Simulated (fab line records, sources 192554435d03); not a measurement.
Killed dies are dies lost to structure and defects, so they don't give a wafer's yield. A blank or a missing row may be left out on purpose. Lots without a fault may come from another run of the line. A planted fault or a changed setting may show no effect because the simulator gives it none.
Split-lot experiment | flow n5_finfet | 7 lots, 21 wafers read, on a route of 1938 steps

THE SPLIT
At N5_BEOL_M13_COAT_04 (resist thk 400 nm), the setting spin_rpm was moved away from the recipe's 1625 rpm on 11 of the 21 wafers read, by -8.9% to +10.9%. The other wafers ran this setting at the recipe's value.

FROM THE SPLIT TO THE READING: what the file shows between them, 4 steps
- N5_BEOL_M13_EBR_06
- N5_BEOL_M13_SOFTBAKE_05: time 60 s
- N5_BEOL_M13_DESCUM_15: chemistry O2, time 7.9 s
- N5_BEOL_M13_ETCH_59: etches BARC in N2/H2, target depth 89 nm, overetch 26.7 nm, time 67.9 s

THE READING
coat_of_BEOL_M13_COAT_04.thk_nm (the simulator's own value, which no gauge read), in nm, at N5_BEOL_M13_VIA_ETCH_16 (etches SiOC in C4F8/O2/Ar, target depth 921.7 nm). The file gives no usual value for it. The 10 wafers here that ran the recipe average 71.3 nm, standard deviation 3.3 nm.

wafer  | tool, chamber at the split | spin_rpm as run, rpm | against the recipe | coat_of_BEOL_M13_COAT_04.thk_nm, nm | against lot-mates on the recipe
L077.1 | litho_track-05, 0          | 1802                 | +10.9%             | 47.6                                | -23.0
L077.5 | litho_track-05, 0          | 1625                 | recipe             | 70.6                                | -
L077.6 | litho_track-05, 0          | 1802                 | +10.9%             | 53.8                                | -16.8
L079.1 | litho_track-05, 0          | 1625                 | recipe             | 74.2                                | -
L079.3 | litho_track-05, 0          | 1625                 | recipe             | 75                                  | -
L079.4 | litho_track-05, 0          | 1625                 | recipe             | 73.4                                | -
L082.1 | litho_track-02, 0          | 1488                 | -8.4%              | 89.6                                | +20.2
L082.3 | litho_track-02, 0          | 1625                 | recipe             | 69.6                                | -
L082.6 | litho_track-02, 0          | 1625                 | recipe             | 69.2                                | -
L083.1 | litho_track-02, 0          | 1480                 | -8.9%              | 87.6                                | +24.4
L083.4 | litho_track-02, 0          | 1625                 | recipe             | 63.2                                | -
L083.5 | litho_track-02, 0          | 1480                 | -8.9%              | 83                                  | +19.8
L086.1 | litho_track-02, 0          | 1625                 | recipe             | 72.8                                | -
L086.2 | litho_track-02, 0          | 1538                 | -5.4%              | 85.8                                | +13.0
L086.3 | litho_track-02, 0          | 1538                 | -5.4%              | 79.4                                | +6.6
L091.1 | litho_track-02, 0          | 1625                 | recipe             | 73.4                                | -
L091.2 | litho_track-02, 0          | 1696                 | +4.4%              | 67.2                                | -6.2
L091.5 | litho_track-02, 0          | 1696                 | +4.4%              | 62.6                                | -10.8
L095.3 | litho_track-01, 0          | 1565                 | -3.7%              | 81.2                                | +9.2
L095.4 | litho_track-01, 0          | 1625                 | recipe             | 72                                  | -
L095.5 | litho_track-01, 0          | 1565                 | -3.7%              | 79.6                                | +7.6

THE FIT
A straight line over all 21 wafers: coat_of_BEOL_M13_COAT_04.thk_nm changes by -1.85 nm for each +1% of spin_rpm; r = -0.95; the points scatter about the line by 3.3 nm.
The same after taking each lot's own level away (the mean of its wafers on the recipe; 21 wafers): -2.08 nm for each +1%; r = -0.98; scatter 2.4 nm.
On that fit, the largest move of spin_rpm shifts the reading by 23 nm.
The lots' own levels span 63.20 to 74.20 nm, that is 3.4 times the standard deviation above.
So the lot-to-lot level changes the slope: the two fits differ.
Check: with one of the wafers moved furthest among these (+10.9%) left out of the fit, the line predicts -21.6 nm for it against its lot-mates. It came out at -23 nm against them.

THE WHOLE CHAIN: every reading that the file lists as answering this split, in the file's order
step                    | what it does                                                            | reading                                                                          | change (the file's fit)              | r (the file's)
N5_BEOL_M13_COAT_04     | resist thk 400 nm                                                       | coat_of_BEOL_M13_COAT_04.thk_nm (the simulator's own value, which no gauge read) | -2.01 nm for each +1% of the setting | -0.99
N5_BEOL_M13_ETCH_59     | etches BARC in N2/H2, target depth 89 nm, overetch 26.7 nm, time 67.9 s | coat_of_BEOL_M13_COAT_04.thk_nm (the simulator's own value, which no gauge read) | -1.9 nm for each +1% of the setting  | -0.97
N5_BEOL_M13_VIA_ETCH_16 | etches SiOC in C4F8/O2/Ar, target depth 921.7 nm                        | coat_of_BEOL_M13_COAT_04.thk_nm (the simulator's own value, which no gauge read) | -2.13 nm for each +1% of the setting | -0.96
N5_BEOL_M13_STRIP_63    | strips in N2/H2                                                         | strip_time_to_endpoint_s                                                         | withheld for each +1% of the setting | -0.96

THE FILE'S OWN FIT
coat_of_BEOL_M13_COAT_04.thk_nm changes by -2.13 nm for each +1% of spin_rpm, r = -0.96.
